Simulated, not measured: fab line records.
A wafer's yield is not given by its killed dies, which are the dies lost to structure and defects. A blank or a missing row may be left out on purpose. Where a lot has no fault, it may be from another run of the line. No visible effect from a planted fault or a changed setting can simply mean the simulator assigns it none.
Chamber matching / flow n5 finfet / rie diel-06 running N5_MOL_CONTACT_COAG_ETCHBACK_134: 4 sister chambers
The step etches SiO2 in CHF3, target depth 10 nm, time 6.7 s. 4 wafers are shown with their chamber, then 8 later ones without.

## WAFERS, EACH WITH ITS CHAMBER
wafer=L079.2; chamber=2; rf vpp V (V)=528
wafer=L084.5; chamber=1; rf vpp V (V)=516
wafer=L091.1; chamber=3; rf vpp V (V)=503
wafer=L092.3; chamber=0; rf vpp V (V)=558

## WAFERS WHOSE CHAMBER IS MISSING
wafer=L092.4; rf vpp V (V)=502
wafer=L092.5; rf vpp V (V)=559
wafer=L093.2; rf vpp V (V)=528
wafer=L093.4; rf vpp V (V)=558
wafer=L093.5; rf vpp V (V)=528
wafer=L096.1; rf vpp V (V)=527
wafer=L096.2; rf vpp V (V)=558
wafer=L096.3; rf vpp V (V)=504

## EACH ONE'S CHAMBER
wafer=L092.4; from the rows above=3; in truth=3
wafer=L092.5; from the rows above=0; in truth=0
wafer=L093.2; from the rows above=2; in truth=2
wafer=L093.4; from the rows above=0; in truth=0
wafer=L093.5; from the rows above=2; in truth=2
wafer=L096.1; from the rows above=2; in truth=2
wafer=L096.2; from the rows above=0; in truth=0
wafer=L096.3; from the rows above=3; in truth=3
Correct placement for 8 of the 8. Number that these rows cannot place: 0. Wrongly placed: 0.
How it was worked out, from the rows above alone: a wafer's distance from a chamber is the root of the sum, over the readings, of the square of ((its reading less the chamber's mean) divided by the reading's scatter). If the next closest chamber is less than 2 further off than the closest, the wafer can't be placed; otherwise it belongs to the closest. Each chamber's mean is taken over the wafers shown for it. The scatter: root of mean squared gap, hidden wafer to nearest shown wafer, with one shown wafer a chamber.
